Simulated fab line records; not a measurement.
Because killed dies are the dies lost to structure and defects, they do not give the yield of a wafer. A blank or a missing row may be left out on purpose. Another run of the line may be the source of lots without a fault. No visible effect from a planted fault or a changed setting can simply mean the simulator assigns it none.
Which of the tools did it? / flow n5_finfet / Sampling: 12 lots, 36 wafers, 3 of 1938 route steps

WHAT EACH GAUGE READ, for each wafer
N5_BEOL_M2_THK_MEAS_01.
lot=L074; measured=day 7 04:43; on=film_metro-01; M2_ILD_THK (nm)=78.3 80.7 79.7
lot=L078; measured=day 7 15:27; on=film_metro-02; M2_ILD_THK (nm)=78.2 78.5 79.9
lot=L079; measured=day 7 20:52; on=film_metro-02; M2_ILD_THK (nm)=79.5 79.4 80.7
lot=L081; measured=day 8 05:36; on=film_metro-02; M2_ILD_THK (nm)=78.1 79.3 79.3
lot=L083; measured=day 9 01:46; on=film_metro-02; M2_ILD_THK (nm)=77.8 78.5 78.3
lot=L085; measured=day 9 08:14; on=film_metro-02; M2_ILD_THK (nm)=78.2 80.0 79.1
lot=L087; measured=day 9 17:39; on=film_metro-02; M2_ILD_THK (nm)=76.8 77.5 79.2
lot=L089; measured=day 10 18:01; on=film_metro-01; M2_ILD_THK (nm)=78.1 77.1 77.9
lot=L090; measured=day 11 12:05; on=film_metro-02; M2_ILD_THK (nm)=78.5 77.1 78.1
lot=L093; measured=day 11 22:51; on=film_metro-01; M2_ILD_THK (nm)=76.8 78.3 78.4
lot=L094; measured=day 12 05:55; on=film_metro-01; M2_ILD_THK (nm)=78.3 78.2 79.5
lot=L097; measured=day 12 09:45; on=film_metro-01; M2_ILD_THK (nm)=79.6 77.5 79.3

TOOL THAT RAN EACH LOT (tool first, then ch and the chambers of the sampled wafers, then the start)
lot=L074; N5_BEOL_M1_SPUTTER_86=pvd_sputter-01, day 7 02:06; N5_BEOL_M1_SPUTTER_88=pvd_sputter-01, day 7 02:19
lot=L078; N5_BEOL_M1_SPUTTER_86=pvd_sputter-01, day 7 12:47; N5_BEOL_M1_SPUTTER_88=pvd_sputter-01, day 7 13:00
lot=L079; N5_BEOL_M1_SPUTTER_86=pvd_sputter-03, day 7 18:07; N5_BEOL_M1_SPUTTER_88=pvd_sputter-03, day 7 18:20
lot=L081; N5_BEOL_M1_SPUTTER_86=pvd_sputter-03, day 8 03:01; N5_BEOL_M1_SPUTTER_88=pvd_sputter-03, day 8 03:14
lot=L083; N5_BEOL_M1_SPUTTER_86=pvd_sputter-02, day 8 23:14; N5_BEOL_M1_SPUTTER_88=pvd_sputter-02, day 8 23:27
lot=L085; N5_BEOL_M1_SPUTTER_86=pvd_sputter-02, day 9 05:52; N5_BEOL_M1_SPUTTER_88=pvd_sputter-02, day 9 06:05
lot=L087; N5_BEOL_M1_SPUTTER_86=pvd_sputter-01, day 9 15:12; N5_BEOL_M1_SPUTTER_88=pvd_sputter-01, day 9 15:25
lot=L089; N5_BEOL_M1_SPUTTER_86=pvd_sputter-02, day 10 10:11; N5_BEOL_M1_SPUTTER_88=pvd_sputter-02, day 10 10:24
lot=L090; N5_BEOL_M1_SPUTTER_86=pvd_sputter-03, day 11 09:47; N5_BEOL_M1_SPUTTER_88=pvd_sputter-03, day 11 10:01
lot=L093; N5_BEOL_M1_SPUTTER_86=pvd_sputter-01, day 11 18:37; N5_BEOL_M1_SPUTTER_88=pvd_sputter-01, day 11 18:50
lot=L094; N5_BEOL_M1_SPUTTER_86=pvd_sputter-03, day 12 02:35; N5_BEOL_M1_SPUTTER_88=pvd_sputter-03, day 12 02:49
lot=L097; N5_BEOL_M1_SPUTTER_86=pvd_sputter-03, day 12 07:27; N5_BEOL_M1_SPUTTER_88=pvd_sputter-03, day 12 07:40
- N5_BEOL_M1_SPUTTER_86: material Cu, target thk 4.5 nm, time 8.29 s.
- N5_BEOL_M1_SPUTTER_88: material Cu, target thk 4.5 nm, time 8.29 s.

THE ANSWER, worked out from the rows above alone
Rule: what is usual is taken from the lots themselves. Put in order of their means at a reading, lots are off if they are a third of the lots or fewer, leave a main group of 4 or more, and stand apart from it by a gap of 3 or more times the standard deviation of the main group's means; of several such gaps the widest counts. If all means in a main group match to the digits the tables above print for the reading, that group is not used. A lot without any number at a reading at which 4 lots or more have one is off too. Any other lot the step has rows for is counted as sound.
No lot is off at any reading shown: from this, nothing can be told.

WHAT HAD BEEN PUT IN BY THE SIMULATOR
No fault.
